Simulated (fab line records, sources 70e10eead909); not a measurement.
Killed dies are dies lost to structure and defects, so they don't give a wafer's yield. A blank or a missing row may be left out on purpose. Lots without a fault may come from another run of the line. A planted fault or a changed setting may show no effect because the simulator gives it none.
One fault seen from 2 desks | flow nand_harc | each desk has only its own numbers; what lay behind them comes last

THE DEFECT DESK
What the inspections along the route counted, lot by lot: means of the sampled wafers that have a number. A lot is out of limits, marked OUT, if its mean lies more than 4 standard deviations from the usual mean; the brackets give that distance.
Columns: A = raw_defect_count at NHARC_P_START_INSPECT_01, usual 3.4
lot  | first seen here | A
L918 | day 1 12:02     | 2.3
L919 | day 1 18:02     | 2.7
L920 | day 2 00:02     | 2.7
L921 | day 2 06:02     | 3.7
L923 | day 2 18:02     | 2.7
L924 | day 3 00:03     | 4.0
L927 | day 3 18:02     | 4.3
L929 | day 4 06:02     | 2.7
L931 | day 4 18:02     | 3.0
L936 | day 6 00:02     | 2.0
L940 | day 7 00:02     | 3.0
L941 | day 7 06:02     | 1.7
This desk's finding: nothing out of limits on any of the 12 lots.

THE TOOL OWNER'S DESK: litho_track-02
The tool's own readings at NHARC_P_ZERO_WELL_PEB_22 (peb time 85 s): means of the sampled wafers that have a number, for each lot that ran on this tool. A lot is out of limits, marked OUT, if its mean lies more than 4 standard deviations from the usual mean; the brackets give that distance.
Columns: A = heater_power_total_W at NHARC_P_ZERO_WELL_PEB_22, usual 163.98 W; B = plate_temp_C at NHARC_P_ZERO_WELL_PEB_22, usual 117.96 C; C = resist_line_temp_C at NHARC_P_ZERO_WELL_PEB_22, usual 23.02 C
lot  | first seen here | A                | B                | C
L918 | day 1 14:24     | 164.22           | 117.92           | 22.74
L920 | day 2 02:23     | 163.88           | 117.69           | 23.03
L923 | day 2 20:31     | 163.95           | 117.97           | 23.25
L924 | day 3 02:44     | 163.91           | 117.92           | 22.94
L927 | day 3 20:31     | 167.61 (+13) OUT | 119.73 (+13) OUT | 22.99
L931 | day 4 20:23     | 167.33 (+12) OUT | 119.84 (+13) OUT | 23.12
This desk's finding: out of limits on L927, L931; first on L927, day 3 20:31 (heater_power_total_W at NHARC_P_ZERO_WELL_PEB_22). In limits: L918, L920, L923, L924.

PUT TOGETHER
The tool owner's desk could have raised an alarm at day 3 20:31, on L927, L931.
The defect desk saw nothing out of limits.
The defect desk has L927, L931 on record, within its limits.
Of the lots named, all ran NHARC_P_ZERO_WELL_PEB_22 on litho_track-02.

WHAT THE SIMULATOR HAD PUT IN
Process parameter drift: litho_track-02, from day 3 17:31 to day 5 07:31, at NHARC_P_ZERO_WELL_PEB_22. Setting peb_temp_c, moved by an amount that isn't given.
Lots struck among those shown: L927, L931.
Hours from the fault's start to each desk's first reading out of limits: the tool owner's desk, 3.
